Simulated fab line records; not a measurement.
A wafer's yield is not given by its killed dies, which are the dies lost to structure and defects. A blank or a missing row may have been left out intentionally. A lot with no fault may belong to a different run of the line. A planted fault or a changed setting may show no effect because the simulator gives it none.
Chamber matching ; flow n5_finfet ; 4 sister chambers for N5_BEOL_M0_CUTY_ETCH_63 on rie_diel-05
The step etches SOC in N2/H2, target depth 82.7 nm, overetch 16.5 nm, time 124 s. 4 wafers are shown with their chamber, then 10 later ones without.

WAFERS WITH THEIR CHAMBER
wafer;chamber;throttle_valve_pct (%)
L083.1;1;17.46
L083.4;2;18.11
L089.2;3;18.40
L089.3;0;17.67

WAFERS WITHOUT THEIR CHAMBER
wafer;throttle_valve_pct (%)
L089.4;17.66
L090.1;17.47
L090.3;17.67
L090.4;17.48
L091.3;17.67
L091.4;17.48
L091.5;17.68
L093.1;17.50
L093.4;17.97
L093.5;17.97

WHICH CHAMBER EACH WENT THROUGH
wafer;from the rows above;in truth
L089.4;0;0
L090.1;1;1
L090.3;0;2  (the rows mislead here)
L090.4;1;1
L091.3;0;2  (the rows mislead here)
L091.4;1;1
L091.5;0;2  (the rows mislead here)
L093.1;1;1
L093.4;2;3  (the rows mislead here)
L093.5;2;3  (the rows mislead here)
5 of 10 placed correctly. Left unplaced by these rows: 0. Number placed wrongly: 5.
How it was worked out, from the rows above alone: a wafer's distance from a chamber is the root of the sum, over the readings, of the square of ((its reading less the chamber's mean) divided by the reading's scatter). If the next closest chamber is less than 2 further off than the closest, the wafer can't be placed; otherwise it belongs to the closest. For every chamber, the mean is computed from those of its wafers that are shown. The scatter: with one shown wafer a chamber, the root of the mean of the squares of how far each hidden wafer lies from its nearest shown one.
